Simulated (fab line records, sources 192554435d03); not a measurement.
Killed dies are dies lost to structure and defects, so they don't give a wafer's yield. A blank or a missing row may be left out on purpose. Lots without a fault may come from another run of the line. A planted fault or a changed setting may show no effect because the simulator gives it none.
A struck lot beside a sound one | flow n5_finfet | 36 steps out of a route of 1938
Sound: wafers L722.2, L722.4, L722.6. Struck: wafers L707.2, L707.5, L707.6. The cause comes at the end.
At each step with rows: each side's tool, then ch and its chambers, then its first start. Under that, the readings that differ: sound wafers | struck wafers | difference of the means | sigmas: that difference in standard deviations of wafers without a fault.
alike: readings whose means differ by less than 2 such deviations, and words and numbers that are the same on both sides. not compared: withheld readings, readings that some wafer has no value for, bounds like >300 that may hide the same value, and numbers for which the record gives no deviation and whose values overlap.
The two part at a step that has a row with sigmas, a row that says differs or no value, or rows on one side only. Numbers that don't overlap but have no deviation are shown without sigmas and don't part them. A reading that every wafer of one side lacks parts them only if that side has two wafers or more.

first, 9 steps without rows for these wafers: N5_BEOL_M4_ANNEAL_95 (time 240 s); N5_BEOL_M4_SPUTTER_96 (material Cu, target thk 4.5 nm, time 8.29 s); N5_BEOL_M4_ECD_50 (material Cu, target thk 300 nm); N5_BEOL_M4_ANNEAL_51 (time 90 s); N5_BEOL_M4_CMP_52 (polishes, stops on SiOC, t overpolish 6.8 s, target thk 40 nm); N5_BEOL_M4_PRE_CLEAN_60 (time 15 s); N5_BEOL_M4_CO_CAP_55 (material Co, precursor CCTBA/H2, target thk 2 nm, time 102.1 s); N5_BEOL_M4_PRE_CLEAN_56 (time 15 s); N5_BEOL_M4_DEP_57 (deposits SiCN from 3MS/NH3, target thk 8 nm, time 14 s).
N5_BEOL_M4_RC_MEAS_101:
  sound on prober-01 ch 0, day 15 10:16; struck on prober-02 ch 0, day 11 02:23
  alike: DIBL_N, DIBL_P, IOFF_N, IOFF_P, ION_N, ION_P, SS_N, SS_P, VT_N, VT_P
then, 24 steps without rows for these wafers: N5_BEOL_M5_ILD_DEP_00 (deposits SiCOH lowk from DEMS/porogen, target thk 140.64 nm, time 25.9 s); N5_BEOL_M5_CURE_79 (cures SiCOH lowk, time 240 s); N5_BEOL_M5_PECVD_70 (deposits SiO2 from TEOS/O2, target thk 16 nm, time 18 s); N5_BEOL_M5_HM_DEP_02 (deposits TiN, target thk 20 nm); N5_BEOL_M5_COAT_59 (time 60 s, resist thk 60 nm); N5_BEOL_M5_COAT_60 (time 60 s, resist thk 12 nm); N5_BEOL_M5_COAT_71 (time 60 s, resist thk 5 nm); N5_BEOL_M5_COAT_05 (resist thk 30 nm); N5_BEOL_M5_EBR_07; N5_BEOL_M5_SOFTBAKE_06 (time 60 s); N5_BEOL_M5_EXPOSE_08 (exposes mask M5, target cd 28 nm); N5_BEOL_M5_PEB_09 (peb time 60 s); N5_BEOL_M5_DEVELOP_10 (develop time 30 s); N5_BEOL_M5_DESCUM_16 (chemistry O2, time 7 s); N5_BEOL_M5_ETCH_72 (etches underlayer in N2/H2, target depth 6.5 nm, time 5.2 s); N5_BEOL_M5_ETCH_61 (etches SiARC in CF4, target depth 15.6 nm, time 26 s); N5_BEOL_M5_ETCH_62 (etches SOC in N2/H2, target depth 75 nm, overetch 15 nm, time 112.5 s); N5_BEOL_M5_STRIP_63 (strips in N2/H2); N5_BEOL_M5_STRIP_73 (strips in N2/H2); N5_BEOL_M5_STRIP_64 (strips in CF4); N5_BEOL_M5_HM_OPEN_17 (chemistry Cl2/BCl3, target TiN, target depth 20 nm, overetch 6 nm); N5_BEOL_M5_STRIP_19 (strips in O2); N5_BEOL_M5_COAT_65 (time 60 s, resist thk 60 nm); N5_BEOL_M5_COAT_66 (time 60 s, resist thk 12 nm).
-- the record jumps here: 4 days lie between the struck wafers' starts before and after (it left off in module BEOL_M5 and takes up again in module MIM_BOT_ETCH, whose first step shown is number 1868 of the route) --
N5_MIM_BOT_ETCH_ETCH_00: etches TiN in Cl2/BCl3, target depth 45.5 nm.
  sound on rie_metal-02 ch 0,1, day 19 18:43; struck on rie_metal-02 ch 0,1, day 14 21:14
  no value came back on the struck wafers for any of 5 readings (bcl3_flow_sccm (sccm), bias_w (W) and others); on the sound wafers bcl3_flow_sccm (sccm) reads 21.70 21.72 21.81
  not compared: rf_hours_counter_h, model.coat_of_MIM_BOT_LITHO_COAT_02.thk_nm
N5_PASSIVATION_PROBE_49:
  sound on prober-02, day 20 06:31; struck on prober-01, day 15 11:19
  reading                  | sound          | struck         | difference | sigmas
  defect_limited_yield (%) | 91.6 91.9 91.2 | 0 0 0          | -92        | -70
  killed_at_other          | 1 2 5          | 1080 1115 1089 | +1092      | +99 or more
  killed_dies              | 99 95 104      | 1180 1180 1180 | +1081      | +68
  killed_on_rim            | 15 10 12       | 152 152 152    | +140       | +35
  sort_bin_5_function (%)  | 4.5 4.2 5.2    | 96.0 97.5 97.3 | +92.3      | +99 or more
  sort_n_pass              | 1081 1085 1076 | 0 0 0          | -1081      | -68
  sort_yield_pct (%)       | 91.6 91.9 91.2 | 0 0 0          | -92        | -70
  alike: killed_at_M0_to_M3, killed_at_M4_up, killed_at_contacts, killed_at_front_end, killed_open, killed_short, sort_bin_6_memory

WHERE THEY PART
First at N5_MIM_BOT_ETCH_ETCH_00; last, within this record, at N5_PASSIVATION_PROBE_49.

WHY: what the simulator had put in
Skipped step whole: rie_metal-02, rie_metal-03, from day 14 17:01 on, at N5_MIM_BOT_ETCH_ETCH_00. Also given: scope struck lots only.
